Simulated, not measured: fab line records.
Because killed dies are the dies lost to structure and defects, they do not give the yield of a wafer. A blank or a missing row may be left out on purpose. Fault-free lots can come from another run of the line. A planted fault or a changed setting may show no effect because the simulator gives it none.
What tool caused it? -- flow n5 finfet -- 7 lots, 21 wafers sampled, at 1 step of a route of 1938

## WHAT THE GAUGES READ, wafer by wafer
N5_BEOL_M14_OVL_MEAS_11.
lot,measured,on,V13_OVL (nm)
L885,day 11 17:13,overlay-02,0 5 2
L887,day 11 23:44,overlay-02,-7 2 -7
L891,day 13 20:35,overlay-02,-4 0 -2
L894,day 14 00:07,overlay-02,2 0 1
L896,day 15 11:49,overlay-02,6 5 3
L900,day 16 08:52,overlay-02,12 5 5
L904,day 17 18:20,overlay-02,-7 -5 -4

## WHAT TOOL EACH LOT RAN ON (gives the tool, then ch and the chambers of the sampled wafers, and finally the start)
Before these readings, the record contains no process step.

## THE ANSWER, worked out from the rows above alone
Rule: usual is defined by the lots themselves. The widest of any qualifying gaps counts: lots, ordered by their means at a reading, are off when they make up no more than a third of the lots, leave a main group of 4 or more, and stand apart from it by 3 or more times the standard deviation of that group's means. If all means in a main group match to the digits the tables above print for the reading, that group is not used. Also off: a lot with no number at a reading for which 4 or more lots have one. All remaining lots with rows at the step are treated as sound.
Across all readings shown, no lot is off: no conclusion can be drawn from this.

## WHAT THE SIMULATOR HAD INSERTED
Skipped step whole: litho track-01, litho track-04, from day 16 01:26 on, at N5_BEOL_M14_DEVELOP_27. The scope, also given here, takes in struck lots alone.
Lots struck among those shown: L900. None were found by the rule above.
